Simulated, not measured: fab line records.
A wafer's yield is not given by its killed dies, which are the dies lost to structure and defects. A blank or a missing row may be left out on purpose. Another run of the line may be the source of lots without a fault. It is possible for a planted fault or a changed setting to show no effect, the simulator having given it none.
A lot that was struck, set against a sound lot | flow nand-harc | 15 steps out of a route of 1159
Sound: the wafers L808.1, L808.3, L808.6. Struck: wafer L828.6 (left out: L828.1, L828.5 of the same lot, which were not struck); the cause appears at the end.
Per side, at each step with rows, come the tool, then ch with its chambers, and then its first start. Under that, the readings that differ: sound wafers | struck wafers | difference of the means | sigmas: that difference in standard deviations of wafers without a fault.
alike: a reading whose means differ by less than 2 such deviations, as well as words and numbers matching on both sides. not compared: withheld readings; readings where some wafer has no value; bounds like >300 that might hide an equal value; numbers whose values overlap and for which the record gives no deviation.
The two part at a step that has a row with sigmas, a row that says differs or no value, or rows on one side only. Numbers that don't overlap but have no deviation are shown without sigmas and don't part them. Lack of a reading on every wafer of one side parts them only where that side has two or more wafers.

first, 1 step without rows for these wafers: NHARC_A_ONON_D1_DEP_09 (target thk 1000 nm).
NHARC_A_ONON_D1_THK_MEAS_11: measures by ellipsometry.
  sound: film-metro-02 at day 7 11:43; struck: film-metro-01 at day 12 19:45
  alike: thk-nm
following that, 1 step holds no rows for these wafers, namely NHARC_A_ONON_D1_DEP_12 (target thickness 1000 nm).
NHARC_A_ONON_D1_THK_MEAS_14: measures by ellipsometry.
  sound: film-metro-02 at day 7 12:17; struck: film-metro-01 at day 12 20:20
  alike: thk-nm
then, 2 steps without rows for these wafers: NHARC_A_ONON_D1_ANNEAL_15 (time 3600 s); NHARC_A_ONON_D1_DEP_16 (target thk 1000 nm).
NHARC_A_ONON_D1_THK_MEAS_18: measures by ellipsometry.
  sound: film-metro-01 at day 7 21:21; struck: film-metro-01 at day 13 11:14
  alike: thk-nm
following that, 1 step holds no rows for these wafers, namely NHARC_A_ONON_D1_DEP_19 (target thickness 1000 nm).
NHARC_A_ONON_D1_THK_MEAS_21: measures by ellipsometry.
  sound: film-metro-02 at day 7 21:55; struck: film-metro-01 at day 13 11:48
  reading     | sound       | struck | difference | sigmas
  thk-nm (nm) | 993 993 990 | 1021   | +29        | +2
following that, 1 step holds no rows for these wafers, namely NHARC_A_ONON_D1_DEP_22 (target thickness 1000 nm).
NHARC_A_ONON_D1_THK_MEAS_24: measures by ellipsometry.
  sound: film-metro-02 at day 7 22:29; struck: film-metro-02 at day 13 12:22
  alike: thk-nm
NHARC_A_ONON_D1_DEP_25: target thk 1000 nm.
  sound on pecvd-onon-02 ch 0, day 7 22:32; struck on pecvd-onon-03 ch 0, day 13 12:25
NHARC_A_ONON_D1_THK_MEAS_27: measures by ellipsometry.
  sound: film-metro-02 at day 7 23:04; struck: film-metro-01 at day 13 12:56
  reading     | sound       | struck | difference | sigmas
  thk-nm (nm) | 994 994 993 | 1168   | +174       | +21
following that, 1 step holds no rows for these wafers, namely NHARC_A_ONON_D1_DEP_28 (target thickness 1000 nm).
-- record jumps: 11 days between struck wafers' starts before vs after; left off in module A_ONON_D1, resumes in module END, first step shown is number 1159 of the route --
NHARC_END_SORT_01:
  at this point the record logs the struck wafers (prober-01 ch 0, day 24 22:46) and has no rows for the sound ones

## WHERE THEY PART
At NHARC_A_ONON_D1_THK_MEAS_21 first; at NHARC_END_SORT_01 last (within this record only).

WHY: what had been put in by the simulator
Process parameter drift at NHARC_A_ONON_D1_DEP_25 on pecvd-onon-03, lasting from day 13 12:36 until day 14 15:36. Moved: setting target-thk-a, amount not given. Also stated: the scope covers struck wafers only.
